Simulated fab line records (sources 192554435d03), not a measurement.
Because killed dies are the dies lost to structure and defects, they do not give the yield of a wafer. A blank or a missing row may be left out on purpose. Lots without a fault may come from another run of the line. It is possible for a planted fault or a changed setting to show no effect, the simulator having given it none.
Split-lot trial	flow n5_finfet	on a route of 1938 steps: 7 lots, 21 wafers read

## THE SPLIT
At N5_BEOL_M11_PECVD_70 (deposits SiO2 from TEOS/O2, target thk 20 nm, time 22.7 s), the setting time_s was moved away from the recipe's 22.7 s on 6 of the 21 wafers read, by -13.3% to +14.4%. All remaining wafers had this setting at the recipe value.

Reading taken at the split's own step.

## THE READING
SiO2_of_BEOL_M11_PECVD_70.thk_nm (the simulator's own value, which no gauge read), in nm, at N5_BEOL_M11_PECVD_70 (deposits SiO2 from TEOS/O2, target thk 20 nm, time 22.7 s). There is no usual value for it anywhere in the file. Across the 15 wafers here that went through the recipe, the average is 19.8 nm and the standard deviation 0.32 nm.

wafer	tool, chamber at the split	time_s as run, s	against the recipe	SiO2_of_BEOL_M11_PECVD_70.thk_nm, nm	against lot-mates on the recipe
L080.1	pecvd-03, 0	22.7	recipe	19.4	-
L080.4	pecvd-03, 0	24.19	+6.6%	21	+1.4
L080.6	pecvd-03, 1	22.7	recipe	19.8	-
L081.3	pecvd-03, 1	22.7	recipe	19.8	-
L081.4	pecvd-03, 2,1	22.7	recipe	20.2	-
L081.5	pecvd-03, 2,1	22.7	recipe	20.2	-
L085.3	pecvd-03, 0	22.7	recipe	19.4	-
L085.4	pecvd-03, 1	20.03	-11.8%	17.4	-2.2
L085.5	pecvd-03, 0	22.7	recipe	19.8	-
L089.2	pecvd-03, 0,1	22.7	recipe	19.6	-
L089.4	pecvd-03, 0,1	22.7	recipe	19.6	-
L089.5	pecvd-03, 2	22.7	recipe	20.4	-
L092.1	pecvd-02, 2,0	22.7	recipe	19.6	-
L092.4	pecvd-02, 2,0	22.7	recipe	19.6	-
L092.6	pecvd-02, 1	19.69	-13.3%	17.4	-2.2
L095.3	pecvd-04, 1	25.97	+14.4%	22.4	no lot-mate on the recipe
L095.4	pecvd-04, 2	25.97	+14.4%	23	no lot-mate on the recipe
L095.5	pecvd-04, 0	25.97	+14.4%	23.2	no lot-mate on the recipe
L094.3	pecvd-04, 0	22.7	recipe	19.8	-
L094.4	pecvd-04, 0	22.7	recipe	20.4	-
L094.5	pecvd-04, 2	22.7	recipe	20	-
When a row names more than one chamber, that row covers several wafers, and the file does not tell which wafer ran in which chamber.

FIT RESULTS
A straight line over all 21 wafers: SiO2_of_BEOL_M11_PECVD_70.thk_nm changes by +0.203 nm for each +1% of time_s; r = +0.98; the points scatter about the line by 0.32 nm.
The same after taking each lot's own level away (the mean of its wafers on the recipe; 18 wafers): +0.181 nm for each +1%; r = +0.96; scatter 0.25 nm.
According to that fit, moving time_s by its largest amount changes the reading by 2.6 nm.
The lots' own levels span 19.60 to 20.07 nm, that is 1.5 times the standard deviation above.
Hence the slope depends on the lot-to-lot level, as the two fits are not the same.
Check: for one of the wafers moved furthest among these (-13.3%), held out of the fit, the line's prediction against its lot-mates is -2.56 nm. It came out at -2.2 nm against them.

## THE FILE'S OWN FIT
SiO2_of_BEOL_M11_PECVD_70.thk_nm changes by +0.18 nm for each +1% of time_s, r = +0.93.
